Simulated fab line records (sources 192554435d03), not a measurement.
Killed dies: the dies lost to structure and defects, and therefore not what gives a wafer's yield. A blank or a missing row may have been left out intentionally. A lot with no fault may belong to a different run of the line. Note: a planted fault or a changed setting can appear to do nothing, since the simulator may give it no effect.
Matching of chambers    flow n5Finfet    rieDiel-05 running N5_BEOL_M0_SAQP_ETCH_101: 4 sister chambers
The step etches SiNx in CH3F/O2, target depth 29.9 nm, time 42.7 s. 4 wafers are shown with their chamber, then 11 later ones without.

WAFERS PAIRED WITH THEIR CHAMBERS
wafer   chamber  drypumpMotorCurrentA (A)
L084.1  1        5.80
L084.4  0        5.52
L084.6  3        5.95
L087.3  2        5.31

WAFERS WHOSE CHAMBER IS MISSING
wafer   drypumpMotorCurrentA (A)
L087.4  5.53
L087.6  5.50
L090.1  5.77
L090.2  5.49
L090.4  5.95
L093.1  5.51
L093.2  5.32
L093.5  5.33
L097.2  5.50
L097.3  5.32
L097.5  5.75

WHICH CHAMBER EACH WENT THROUGH
wafer   from the rows above  in truth
L087.4  0                    0
L087.6  0                    0
L090.1  1                    1
L090.2  0                    0
L090.4  3                    3
L093.1  0                    0
L093.2  2                    2
L093.5  2                    2
L097.2  0                    0
L097.3  2                    2
L097.5  1                    1
Placed correctly: 11 of 11. Number that these rows cannot place: 0. Number placed wrongly: 0.
How it was worked out, from the rows above alone: a wafer's distance from a chamber is the root of the sum, over the readings, of the square of ((its reading less the chamber's mean) divided by the reading's scatter). If the next closest chamber is less than 2 further off than the closest, the wafer can't be placed; otherwise it belongs to the closest. The mean given for a chamber averages the wafers shown for that chamber. The scatter: with one shown wafer a chamber, the root of the mean of the squares of how far each hidden wafer lies from its nearest shown one.
